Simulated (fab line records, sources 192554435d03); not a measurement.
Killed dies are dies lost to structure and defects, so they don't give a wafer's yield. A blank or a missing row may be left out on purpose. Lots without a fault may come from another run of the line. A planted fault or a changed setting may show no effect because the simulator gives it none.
fab line records | flow n5_finfet
record lots=6 wafers=18 last_day=18
route steps=1938 shown BEOL_M4@1096
lots that met no fault: from a run of the same line without faults
start_h: hours from the record's first day to the start of the lot's first wafer shown | wait_h: hours since the lot's step before | " the same as in the row above | L1.1+2: a row that stands for several wafers | - no value, or no start given | * or withheld: withheld | < > ~ a bound
route shown NAME@n: a module of which the file shows steps, and the number in the route of the first | usual: mean/standard deviation of fault-free wafers | same: alike in all rows | chamber/n: place in a boat | sites: the reading at each site | _std_site: their standard deviation | _edge_site: outer sites' mean less inner sites' | radius_mm: how far each site lies from the wafer's centre | mask NAME#n: copy n | behind: the tool/chamber that last shaped the wafer | hold: why the lot was held/for how many hours/how that ended | device: the transistor (n, p or np) that didn't switch | end of line: the same wafers' tests at the end of the route | a step without rows: its recipe alone | killed: dies lost to structure and defects at the first sort, not the wafer's yield | map: a wafer's dies, x killed, . not, _ none there
set.NAME: the setting as run; set.NAME@STEP: as run at that earlier step | model.NAME: the simulator's own value behind a step, which no gauge read
lots at some steps of the route; a table a step, a row a wafer
services: from which hour (start_h, from the record's first day; less than 0 if before it) a tool's chamber was out of use, for how many hours, and why
## steps
# step N5_BEOL_M4_SPUTTER_92
# recipe material=Cu target_thk_a=45 temp_c=-20 chamber_pressure_pa=0.07 power_w=withheld time_s=8.29
# usual throttle_valve_pct=29.9/1.1
# columns lot.wafer tool chamber start_h wait_h throttle_valve_pct
L533.4 pvd_sputter-01 - 184.59 0.1 30.9
L533.5 " - " " 30.7
L533.6 " - " " 32.1
L534.3 pvd_sputter-03 - 192.52 0.1 30.4
L534.4 " - " " 29.7
L534.6 " - " " 30.6
L549.1 pvd_sputter-03 - 288.95 0.1 30.5
L549.3 " - " " 30.4
L549.4 " - " " 29.1
L550.1 pvd_sputter-01 - 302.95 0.1 30.7
L550.5 " - " " 32.3
L550.6 " - " " 30.2
L552.1 pvd_sputter-02 - 305.86 0.1 28.8
L552.2 " - " " 28.1
L552.6 " - " " 29.3
L553.1 pvd_sputter-03 - 309.38 0.1 30.4
L553.3 " - " " 29.4
L553.6 " - " " 30.4
# step N5_BEOL_M4_ANNEAL_93
# recipe temp_c=400 time_s=240 ambient=vacuum
# step N5_BEOL_M4_SPUTTER_94
# recipe material=Cu target_thk_a=45 temp_c=-20 chamber_pressure_pa=0.07 power_w=withheld time_s=8.29
# usual throttle_valve_pct=30.0/1.2
# columns lot.wafer tool chamber start_h wait_h throttle_valve_pct
L533.4 pvd_sputter-01 - 184.81 0.1 30.9
L533.5 " - " " 30.9
L533.6 " - " " 32.4
L534.3 pvd_sputter-03 - 192.74 0.1 30.5
L534.4 " - " " 29.4
L534.6 " - " " 30.3
L549.1 pvd_sputter-03 - 289.17 0.1 30.6
L549.3 " - " " 30.2
L549.4 " - " " 29.1
L550.1 pvd_sputter-01 - 303.17 0.1 30.8
L550.5 " - " " 32.3
L550.6 " - " " 29.7
L552.1 pvd_sputter-02 - 306.08 0.1 29.1
L552.2 " - " " 28.0
L552.6 " - " " 29.7
L553.1 pvd_sputter-03 - 309.60 0.1 30.6
L553.3 " - " " 29.4
L553.6 " - " " 30.4
# step N5_BEOL_M4_ANNEAL_95
# recipe temp_c=400 time_s=240 ambient=vacuum
# step N5_BEOL_M4_SPUTTER_96
# recipe material=Cu target_thk_a=45 temp_c=-20 chamber_pressure_pa=0.07 power_w=withheld time_s=8.29
# usual throttle_valve_pct=30.0/1.1
# columns lot.wafer tool chamber start_h wait_h throttle_valve_pct
L533.4 pvd_sputter-01 - 185.03 0.1 30.8
L533.5 " - " " 30.7
L533.6 " - " " 32.4
L534.3 pvd_sputter-03 - 192.96 0.1 30.5
L534.4 " - " " 29.3
L534.6 " - " " 30.5
L549.1 pvd_sputter-03 - 289.39 0.1 30.5
L549.3 " - " " 30.4
L549.4 " - " " 29.4
L550.1 pvd_sputter-01 - 303.39 0.1 30.7
L550.5 " - " " 32.1
L550.6 " - " " 30.2
L552.1 pvd_sputter-02 - 306.30 0.1 29.4
L552.2 " - " " 27.8
L552.6 " - " " 29.4
L553.1 pvd_sputter-03 - 309.82 0.1 30.5
L553.3 " - " " 29.3
L553.6 " - " " 30.5
# step N5_BEOL_M4_ECD_50
# recipe material=Cu target_thk_a=3000
# step N5_BEOL_M4_ANNEAL_51
# recipe temp_c=225 time_s=90 ambient=N2
# usual wafer_temp_C_max=225.63/0.18
# columns lot.wafer tool chamber start_h wait_h wafer_temp_C_max
L533.4 rtp_anneal-01 0 185.36 0.2 225.70
L533.5 " 0 " " 225.43
L533.6 " 0 " " 225.53
L534.3 rtp_anneal-02 0 193.25 0.1 225.47
L534.4 " 0 " " 225.81
L534.6 " 0 " " 225.57
L549.1 rtp_anneal-02 0 289.88 0.4 225.29
L549.3 " 0 " " 225.81
L549.4 " 0 " " 225.65
L550.1 rtp_anneal-02 0 303.59 0.1 225.87
L550.5 " 0 " " 225.54
L550.6 " 0 " " 225.52
L552.1 rtp_anneal-02 0 306.49 0.1 225.77
L552.2 " 0 " " 225.61
L552.6 " 0 " " 225.73
L553.1 rtp_anneal-01 0 310.01 0.1 225.97
L553.3 " 0 " " 225.64
L553.6 " 0 " " 225.63
# step N5_BEOL_M4_CMP_52
# recipe stop_on=SiOC t_overpolish_s=6.8 down_force_psi=1 platen_rpm=50 clearing_platen_down_force_psi=1.5 clearing_platen_rpm=50 post_cmp_clean=cu_alkaline target_thk_nm=40 clearing_platen_pad_velocity_m_s=0.99484 pad_velocity_m_s=0.99484
# step N5_BEOL_M4_THK_MEAS_53
# recipe thk_meas_gauge=xrf reads=Cu_of_BEOL_M4_ECD_50
# usual M4_THK=39.6/1.4
# columns lot.wafer tool chamber start_h wait_h M4_THK[nm]
L533.4 film_metro-02 - 185.82 - 37.1
L533.5 " - " " 40.1
L533.6 " - " " 40.2
L534.3 film_metro-02 - 193.77 - 39.1
L534.4 " - " " 41.6
L534.6 " - " " 38.5
L549.1 film_metro-01 - 290.49 - 38.9
L549.3 " - " " 39.7
L549.4 " - " " 39.7
L550.1 film_metro-01 - 304.19 - 37.6
L550.5 " - " " 39.7
L550.6 " - " " 39.5
L552.1 film_metro-02 - 307.08 - 38.8
L552.2 " - " " 41.4
L552.6 " - " " 40.9
L553.1 film_metro-02 - 310.60 - 41.0
L553.3 " - " " 39.4
L553.6 " - " " 41.4
# step N5_BEOL_M4_PRE_CLEAN_60
# recipe gas=NH3/H2 time_s=15 temp_c=* rf_power_w=300
# step N5_BEOL_M4_CO_CAP_55
# recipe material=Co target_thk_a=20 temp_c=200 precursor=CCTBA/H2 pressure_torr=30 time_s=102.1
# usual chamber_pressure_Torr=30.00/0.072 heater_power_w=223/17
# columns lot.wafer tool chamber start_h wait_h chamber_pressure_Torr heater_power_w
L533.4 cvd_co-02 1 185.93 0.0 29.99 201
L533.5 " 2 " " 29.99 223
L533.6 " 0 " " 30.04 220
L534.3 cvd_co-02 1 193.84 0.0 30.06 192
L534.4 " 1 " " 30.04 202
L534.6 " 0 " " 30.08 223
L549.1 cvd_co-01 0 290.57 0.0 30.00 254
L549.3 " 1 " " 30.09 251
L549.4 " 2 " " 29.91 217
L550.1 cvd_co-02 2 304.27 0.0 29.81 237
L550.5 " 1 " " 29.99 203
L550.6 " 2 " " 30.19 239
L552.1 cvd_co-02 0 307.21 0.0 29.95 222
L552.2 " 1 " " 29.87 205
L552.6 " 0 " " 30.05 218
L553.1 cvd_co-02 0 310.68 0.0 30.02 218
L553.3 " 1 " " 29.98 199
L553.6 " 1 " " 30.00 200
# step N5_BEOL_M4_PRE_CLEAN_56
# recipe gas=NH3 time_s=15 temp_c=withheld rf_power_w=300
# step N5_BEOL_M4_DEP_57
# recipe material=SiCN target_thk_a=80 temp_c=withheld precursor=3MS/NH3 pressure_torr=3 rf_w=202 time_s=14
# usual chamber_pressure_Torr=3.000/0.0062 showerhead_plenum_p_Torr=3.660/0.0084 throttle_valve_pct=9.0/0.39
# columns lot.wafer tool chamber start_h wait_h chamber_pressure_Torr showerhead_plenum_p_Torr throttle_valve_pct model.SiCN_of_BEOL_M4_DEP_57.thk_nm
L533.4 pecvd-04 1 186.03 0.0 2.999 3.663 8.9 8
L533.5 " 2 " " 2.992 3.656 9.5 8
L533.6 " 0 " " 3.005 3.653 8.9 8.2
L534.3 pecvd-03 2 193.96 0.0 2.999 3.657 8.1 8
L534.4 " 0 " " 3.006 3.659 9.4 8.2
L534.6 " 2 " " 3.005 3.662 8.3 8.2
L549.1 pecvd-03 2 290.68 0.0 2.999 3.669 8.4 10.4
L549.3 " 1 " " 2.992 3.669 8.8 10.2
L549.4 " 0 " " 3.012 3.656 10.0 10.6
L550.1 pecvd-03 0 304.39 0.0 3.002 3.643 9.4 10.2
L550.5 " 0 " " 3.013 3.655 9.5 10.4
L550.6 " 2 " " 3.000 3.662 8.6 10.4
L552.1 pecvd-04 0 307.32 0.0 2.992 3.659 9.3 7.8
L552.2 " 2 " " 3.002 3.655 8.4 8
L552.6 " 1 " " 2.991 3.657 9.3 7.8
L553.1 pecvd-04 2 310.80 0.0 2.994 3.669 8.5 8
L553.3 " 1 " " 2.995 3.653 8.9 7.8
L553.6 " 2 " " 2.992 3.657 8.4 8
# step N5_BEOL_M4_RS_MEAS_58
# recipe thk_meas_gauge=four-point-probe reads=Co_of_BEOL_M4_CO_CAP_55+Cu_of_BEOL_M4_ECD_50+Co_of_BEOL_M4_CVD_47+TaN_of_BEOL_M4_ALD_84
# usual M4_RS=0.68/0.032
# columns lot.wafer tool chamber start_h wait_h M4_RS[ohm/sq]
L533.4 film_metro-02 - 186.08 0.0 0.73
L533.5 " - " " 0.67
L533.6 " - " " 0.66
L534.3 film_metro-01 - 194.03 0.1 0.68
L534.4 " - " " 0.63
L534.6 " - " " 0.71
L549.1 film_metro-02 - 290.75 0.0 0.69
L549.3 " - " " 0.67
L549.4 " - " " 0.67
L550.1 film_metro-02 - 304.45 0.0 0.73
L550.5 " - " " 0.68
L550.6 " - " " 0.69
L552.1 film_metro-01 - 307.39 0.0 0.69
L552.2 " - " " 0.63
L552.6 " - " " 0.64
L553.1 film_metro-02 - 310.86 0.0 0.64
L553.3 " - " " 0.67
L553.6 " - " " 0.63
# step N5_BEOL_M4_RC_MEAS_101
# usual DIBL_N=36.9/1.7 DIBL_P=37.3/2.3 IOFF_N=0.16/0.033 IOFF_P=0.22/0.04 ION_N=673/12 ION_P=463/8 SS_N=71.6/0.58 SS_P=73.4/0.74 VT_N=250/3.2 VT_P=-250/3.4
# columns lot.wafer tool chamber start_h wait_h DIBL_N[mV/V] DIBL_P[mV/V] IOFF_N[nA/um] IOFF_P[nA/um] ION_N[uA/um] ION_P[uA/um] SS_N[mV/dec] SS_P[mV/dec] VT_N[mV] VT_P[mV]
L533.4 prober-02 0 186.59 0.5 35.9 37.2 0.16 0.22 677 467 72.1 72.7 249 -249
L533.5 " 0 " " 37.6 39.0 0.19 0.25 672 466 72.5 73.2 247 -248
L533.6 " 0 " " 34.1 35.3 0.13 0.18 663 454 71.8 72.8 252 -251
L534.3 prober-01 0 194.39 0.3 38.2 37.0 0.18 0.21 661 454 71.8 72.5 250 -253
L534.4 " 0 " " 38.1 36.8 0.17 0.21 685 463 72.0 73.0 248 -250
L534.6 " 0 " " 39.0 38.8 0.20 0.26 692 469 72.7 74.0 247 -249
L549.1 prober-01 0 290.80 0.0 38.8 37.5 0.17 0.21 669 456 71.9 72.7 252 -250
L549.3 " 0 " " 39.1 39.2 0.19 0.26 684 471 72.3 74.8 246 -250
L549.4 " 0 " " 38.8 38.8 0.19 0.27 698 480 71.7 74.0 245 -247
L550.1 prober-02 0 304.51 0.0 34.9 34.4 0.13 0.18 676 463 70.8 73.1 253 -254
L550.5 " 0 " " 33.5 33.3 0.11 0.17 658 448 70.9 72.9 257 -256
L550.6 " 0 " " 35.0 35.6 0.16 0.20 693 471 70.9 73.1 248 -255
L552.1 prober-02 0 307.44 0.0 37.5 38.2 0.14 0.21 665 464 71.6 74.4 253 -250
L552.2 " 0 " " 38.8 40.8 0.19 0.26 682 473 71.6 74.9 248 -251
L552.6 " 0 " " 36.7 37.2 0.14 0.20 672 461 71.2 73.6 255 -253
L553.1 prober-02 0 310.92 0.0 36.1 35.6 0.12 0.18 661 457 71.6 72.2 255 -253
L553.3 " 0 " " 37.0 37.3 0.14 0.21 683 468 70.8 72.8 251 -250
L553.6 " 0 " " 35.4 35.4 0.12 0.18 666 467 71.0 72.0 256 -251
## services
# columns tool chamber start_h hours kind
cvd_co-01 1 192.58 13.5 repair
pecvd-03 - 195.49 2.4 repair
pecvd-04 2 202.38 - clean
pecvd-04 2 202.38 - consumable_replace:showerhead
pecvd-04 2 202.38 29.0 scheduled_down
pecvd-04 2 202.38 29.0 vent_cycle
cvd_co-02 - 206.63 3.8 pm
pecvd-03 0 221.79 5.5 scheduled_down
cvd_co-01 - 223.22 0.9 repair
pecvd-04 0 287.85 5.5 scheduled_down
cvd_co-01 - 303.57 0.7 repair
## key
first_sign none at tools or gauges
model_effect step=N5_BEOL_M4_DEP_57 value=SiCN_of_BEOL_M4_DEP_57.thk_nm without=8.167 struck=10.37
met_at N5_BEOL_M4_DEP_57
struck_wafers L549.1,L549.3,L549.4,L550.1,L550.5,L550.6
onset_between 193.96 290.68
fault kind=process_parameter_drift tool=pecvd-03 chamber=- onset_h=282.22 steps=N5_BEOL_M4_DEP_57 channel=time_s offset=* shape=step end_h=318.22 acts_in=* stated=*
